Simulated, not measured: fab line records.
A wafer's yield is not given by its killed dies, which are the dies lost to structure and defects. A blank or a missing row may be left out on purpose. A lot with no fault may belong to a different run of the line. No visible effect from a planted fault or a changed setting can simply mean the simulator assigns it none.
Chamber matching / flow nand_harc / 3 sister chambers for NHARC_A_STAIRCASE_DEP_259 on pecvd-02
The step deposits SiON, target thk 30 nm. 3 wafers are shown with their chamber, then 8 later ones without.

EACH WAFER AND ITS CHAMBER
wafer=L091.3; chamber=1; heater_power_w (W)=738
wafer=L091.5; chamber=0; heater_power_w (W)=911
wafer=L093.2; chamber=2; heater_power_w (W)=801

WAFERS WITH NO CHAMBER GIVEN
wafer=L093.4; heater_power_w (W)=800
wafer=L093.5; heater_power_w (W)=771
wafer=L095.3; heater_power_w (W)=839
wafer=L095.4; heater_power_w (W)=845
wafer=L095.6; heater_power_w (W)=711
wafer=L097.1; heater_power_w (W)=759
wafer=L097.4; heater_power_w (W)=886
wafer=L097.5; heater_power_w (W)=760

CHAMBER TAKEN BY EACH
wafer=L093.4; from the rows above=2; in truth=2
wafer=L093.5; from the rows above=can't be placed: 2 or 1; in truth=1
wafer=L095.3; from the rows above=can't be placed: 2 or 0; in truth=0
wafer=L095.4; from the rows above=can't be placed: 2 or 0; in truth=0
wafer=L095.6; from the rows above=1; in truth=1
wafer=L097.1; from the rows above=can't be placed: 1 or 2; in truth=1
wafer=L097.4; from the rows above=0; in truth=0
wafer=L097.5; from the rows above=can't be placed: 1 or 2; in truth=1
3 of 8 placed correctly. Cannot be placed on the basis of these rows: 5; the candidates contain the true chamber in 5. 0 placed wrongly.
How it was worked out, from the rows above alone: a wafer's distance from a chamber is the root of the sum, over the readings, of the square of ((its reading less the chamber's mean) divided by the reading's scatter). If the next closest chamber is less than 2 further off than the closest, the wafer can't be placed; otherwise it belongs to the closest. A chamber's mean is the mean of its shown wafers. The scatter: with one shown wafer a chamber, the root of the mean of the squares of how far each hidden wafer lies from its nearest shown one.
